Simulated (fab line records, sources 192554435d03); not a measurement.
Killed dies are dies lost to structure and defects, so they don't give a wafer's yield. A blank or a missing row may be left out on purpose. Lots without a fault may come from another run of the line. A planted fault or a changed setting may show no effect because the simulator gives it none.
A struck lot beside a sound one | flow n5_finfet | 14 steps out of a route of 1938
Sound: wafers L657.1, L657.3, L657.6. Struck: wafers L652.1, L652.3, L652.4. The cause comes at the end.
At each step with rows: each side's tool, then ch and its chambers, then its first start. Under that, the readings that differ: sound wafers | struck wafers | difference of the means | sigmas: that difference in standard deviations of wafers without a fault.
alike: readings whose means differ by less than 2 such deviations, and words and numbers that are the same on both sides. not compared: withheld readings, readings that some wafer has no value for, bounds like >300 that may hide the same value, and numbers for which the record gives no deviation and whose values overlap.
The two part at a step that has a row with sigmas, a row that says differs or no value, or rows on one side only. Numbers that don't overlap but have no deviation are shown without sigmas and don't part them. A reading that every wafer of one side lacks parts them only if that side has two wafers or more.

N5_BEOL_M15_STRIP_36: strips in O2.
  sound on rie_diel-02 ch 1,3, day 13 08:40; struck on rie_diel-05 ch 2,3, day 12 12:41
  alike: chamber_pressure_mTorr, drypump_motor_current_A, o2_flow_sccm, oes_product_au, rf_vpp_V, showerhead_plenum_p_Torr, throttle_valve_pct
  not compared: rf_hours_counter_h
N5_BEOL_M15_STRIP_62: strips in O2.
  sound on rie_diel-02 ch 1,3; struck on rie_diel-05 ch 2,3
  alike: chamber_pressure_mTorr, drypump_motor_current_A, o2_flow_sccm, oes_product_au, rf_vpp_V, showerhead_plenum_p_Torr, throttle_valve_pct
  not compared: rf_hours_counter_h
then, 1 step without rows for these wafers: N5_BEOL_M15_STRIP_37 (strips in O2).
N5_BEOL_M15_ETCH_38: etches SiCN in CF4/N2, target depth 106.4 nm, time 120.5 s.
  sound on rie_diel-02 ch 1,3; struck on rie_diel-05 ch 2,3
  reading             | sound             | struck            | difference | sigmas
  n2_flow_sccm (sccm) | 59.71 59.67 59.63 | 60.17 60.11 60.33 | +0.53      | +3
  alike: chamber_pressure_mTorr, drypump_motor_current_A, oes_product_au, rf_vpp_V, showerhead_plenum_p_Torr, throttle_valve_pct
  not compared: rf_hours_counter_h
then, 4 steps without rows for these wafers: N5_BEOL_M15_PRECLEAN_39 (cleans in residue remover, time 60 s); N5_BEOL_M15_SRD_40 (time 30 s, dry time 30 s); N5_BEOL_M15_DEGAS_41 (time 60 s); N5_BEOL_M15_PRE_CLEAN_42 (time 30 s).
N5_BEOL_M15_SPUTTER_43: material TaN, target thk 15 nm, time 24.19 s.
  sound on pvd_sputter-03, day 13 09:46; struck on pvd_sputter-01, day 12 13:21
  alike: chamber_pressure_pa, throttle_valve_pct
N5_BEOL_M15_SPUTTER_44: material Ta, target thk 15 nm, time 24.19 s.
  sound on pvd_sputter-03, day 13 09:51; struck on pvd_sputter-01, day 12 13:26
  alike: chamber_pressure_pa, throttle_valve_pct
then, 2 steps without rows for these wafers: N5_BEOL_M15_SPUTTER_45 (material Cu, target thk 100 nm, time 16.67 s); N5_BEOL_M15_ECD_47 (material Cu, target thk 1860 nm).
N5_BEOL_M15_ANNEAL_48: time 90 s.
  sound on rtp_anneal-02 ch 0, day 13 10:17; struck on rtp_anneal-01, day 12 13:52
  no value came back on the struck wafers for anneal_temp_c (C), anneal_temp_c_max, time_s (s), wafer_temp_C_max; on the sound wafers anneal_temp_c (C) reads 225.00 224.86 224.89
then, 1 step without rows for these wafers: N5_BEOL_M15_CMP_49 (polishes, stops on SiO2, t overpolish 4.9 s, target thk 850 nm).

WHERE THEY PART
First at N5_BEOL_M15_ETCH_38; last, within this record, at N5_BEOL_M15_ANNEAL_48.

WHY: what the simulator had put in
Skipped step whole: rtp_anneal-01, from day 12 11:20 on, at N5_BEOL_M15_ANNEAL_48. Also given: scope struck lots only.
